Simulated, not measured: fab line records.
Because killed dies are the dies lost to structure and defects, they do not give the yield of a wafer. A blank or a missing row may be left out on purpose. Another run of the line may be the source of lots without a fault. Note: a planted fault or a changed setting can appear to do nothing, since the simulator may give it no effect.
Which tool did it? | flow nand harc | 14 lots, 42 wafers sampled, at 4 steps of a route of 1302

## WHAT EACH GAUGE READ, for each wafer
NHARC_THIN_TSV_CD_MEAS_12: the cd target is 1000 nm. Usual: cd nm 999.7 nm, standard deviation 1.4.
lot  | measured     | on        | cd nm (nm)           | flag
L174 | day 23 04:58 | cd sem-03 | 998.6 999.4 997.4    |
L175 | day 24 11:19 | cd sem-03 | 997.8 998.4 998.2    |
L176 | day 24 12:27 | cd sem-01 | 1000.6 1001.3 1002.9 |
L179 | day 25 02:44 | cd sem-02 | 999.6 1001.0 1000.1  |
L181 | day 30 06:40 | cd sem-03 | 1000.7 1000.3 999.5  |
L180 | day 30 08:02 | cd sem-01 | 1000.0 1001.3 1000.7 |
L182 | day 30 09:14 | cd sem-01 | 1000.4 999.5 1001.1  |
L184 | day 30 10:27 | cd sem-02 | 999.9 1001.6 1002.6  |
L183 | day 30 11:38 | cd sem-02 | 1000.0 1000.1 1001.0 |
L186 | day 30 12:52 | cd sem-01 | 1000.1 1000.3 999.3  |
L192 | day 31 07:35 | cd sem-02 | 998.4 999.6 1001.1   |
L193 | day 32 03:08 | cd sem-02 | 1002.0 1001.0 1002.0 |
L196 | day 33 02:16 | cd sem-02 | 1001.1 997.0 999.6   |
L197 | day 34 00:48 | cd sem-02 | 1001.2 1000.1 999.7  |

NHARC_END_SORT_01. Usual: value, then standard deviation, for each; defect limited yield 89.9 % / 2.6; killed at array 63 / 18; killed at other 1.1 / 1.3; killed at periphery 4.3 / 2.8; killed dies 68 / 18; killed open 3.3 / 2; killed short 2.4 / 1.6.
lot  | measured     | on        | defect limited yield (%) | killed at array | killed at other | killed at periphery | killed dies | killed open | killed short | flag
L179 | day 26 00:02 | prober-01 | 87.1 90.0 88.5           | 80 64 73        | 1 0 0           | 6 4 5               | 87 68 78    | 2 1 6       | 2 3 2        |
L181 | day 31 09:53 | prober-02 | 89.8 87.3 89.7           | 65 82 65        | 3 4 2           | 1 0 3               | 69 86 70    | 6 2 6       | 2 7 4        |
L180 | day 31 01:16 | prober-01 | 88.0 89.2 87.4           | 72 64 76        | 1 1 0           | 8 8 9               | 81 73 85    | 4 1 3       | 2 1 1        |
L182 | day 31 17:33 | prober-01 | 92.2 91.1 90.1           | 50 52 65        | 1 5 0           | 2 3 2               | 53 60 67    | 2 2 3       | 3 3 2        |
L184 | day 31 01:17 | prober-02 | 86.9 85.1 84.9           | 81 94 92        | 5 4 5           | 3 3 5               | 89 101 102  | 4 2 5       | 2 7 1        |
L183 | day 31 08:58 | prober-01 | 96.0 96.5 95.6           | 20 17 22        | 1 0 1           | 6 7 7               | 27 24 30    | 2 5 2       | 5 2 4        |
L186 | day 31 16:52 | prober-02 | 91.0 89.8 90.5           | 52 66 60        | 1 0 0           | 8 3 4               | 61 69 64    | 6 3 6       | 2 3 1        |
L192 | day 33 07:05 | prober-02 | 91.0 90.0 78.3           | 54 64 144       | 1 1 0           | 6 3 3               | 61 68 147   | 3 5 0       | 6 3 3        |
L193 | day 33 07:53 | prober-01 | 89.7 78.6 89.1           | 69 143 74       | 0 0 0           | 1 2 0               | 70 145 74   | 6 2 2       | 2 0 2        |

## EACH LOT AND THE TOOL THAT RAN IT (in order: tool; ch and the chambers of the sampled wafers; start)
lot  | NHARC_A_M0_PVD_21            | NHARC_THIN_TSV_PVD_19
L174 | pvd sputter-02, day 22 08:52 | pvd sputter-02, no start
L175 | pvd sputter-02, day 23 10:10 | pvd sputter-01, no start
L176 | pvd sputter-02, day 23 10:53 | pvd sputter-01, no start
L179 | pvd sputter-02, day 24 04:26 | pvd sputter-02, day 26 00:02 or earlier
L181 | pvd sputter-02, day 25 01:39 | pvd sputter-01, day 31 09:53 or earlier
L180 | pvd sputter-01, day 25 19:19 | pvd sputter-02, day 31 01:16 or earlier
L182 | pvd sputter-03, day 26 11:34 | pvd sputter-01, day 31 17:33 or earlier
L184 | pvd sputter-01, day 26 16:48 | pvd sputter-01, day 31 01:17 or earlier
L183 | pvd sputter-03, day 27 01:22 | pvd sputter-01, day 31 08:58 or earlier
L186 | pvd sputter-02, day 27 07:59 | pvd sputter-02, day 31 16:52 or earlier
L192 | pvd sputter-02, day 30 02:38 | pvd sputter-01, day 33 07:05 or earlier
L193 | pvd sputter-02, day 30 21:20 | pvd sputter-01, day 33 07:53 or earlier
L196 | pvd sputter-01, day 32 04:07 | pvd sputter-03, no start
L197 | pvd sputter-03, day 33 02:31 | pvd sputter-02, no start
- NHARC_A_M0_PVD_21: deposits Cu, target thk 30 nm, time 20.49 s.
- NHARC_THIN_TSV_PVD_19: deposits TaN, target thk 20 nm.

## WHAT THE TOOLS THEMSELVES READ (means of the sampled wafers that have a number; where no wafer has one, the mark that the record gives instead)
NHARC_A_M0_PVD_21. Usual: throttle valve pct 30.5 %, standard deviation 0.89.
lot  | tool           | throttle valve pct (%) | flag
L174 | pvd sputter-02 | 30.4                   |
L175 | pvd sputter-02 | 30.9                   |
L176 | pvd sputter-02 | 30.8                   |
L179 | pvd sputter-02 | 30.4                   |
L181 | pvd sputter-02 | 30.4                   |
L180 | pvd sputter-01 | 30.5                   |
L182 | pvd sputter-03 | 31.3                   |
L184 | pvd sputter-01 | 31.4                   |
L183 | pvd sputter-03 | 30.8                   |
L186 | pvd sputter-02 | 30.5                   |
L192 | pvd sputter-02 | 30.3                   |
L193 | pvd sputter-02 | 30.1                   |
L196 | pvd sputter-01 | 30.4                   |
L197 | pvd sputter-03 | 30.8                   |

NHARC_THIN_TSV_PVD_19. Usual: throttle valve pct 30.6 %, standard deviation 0.99.
lot  | tool           | throttle valve pct (%) | flag
L174 | pvd sputter-02 | 30.3                   |
L175 | pvd sputter-01 | 32.1                   |
L176 | pvd sputter-01 | 31.6                   |
L179 | pvd sputter-02 | 30.5                   |
L181 | pvd sputter-01 | 30.6                   |
L180 | pvd sputter-02 | 30.7                   |
L182 | pvd sputter-01 | 31.3                   |
L184 | pvd sputter-01 | 30.0                   |
L183 | pvd sputter-01 | 31.1                   |
L186 | pvd sputter-02 | 30.5                   |
L192 | pvd sputter-01 | 30.0                   |
L193 | pvd sputter-01 | 30.1                   |
L196 | pvd sputter-03 | 30.4                   |
L197 | pvd sputter-02 | 30.3                   |

## THE ANSWER, worked out from the rows above alone
Rule: a lot counts as off when the mean over its wafers that have a number is more than 3 standard deviations away from the usual mean. A lot without any number at a reading at which 4 lots or more have one is off too. The other lots that the step has rows for count as sound. Order of review: gauges by route order, followed by the tools' own readings, for which a lot's mean as printed above is used. The first step at which some lot is off is used, and at that step the reading that is off furthest; a lot without a number counts as furthest.
None of the lots is off at any reading shown; this tells nothing.

## WHAT HAD BEEN PUT IN BY THE SIMULATOR
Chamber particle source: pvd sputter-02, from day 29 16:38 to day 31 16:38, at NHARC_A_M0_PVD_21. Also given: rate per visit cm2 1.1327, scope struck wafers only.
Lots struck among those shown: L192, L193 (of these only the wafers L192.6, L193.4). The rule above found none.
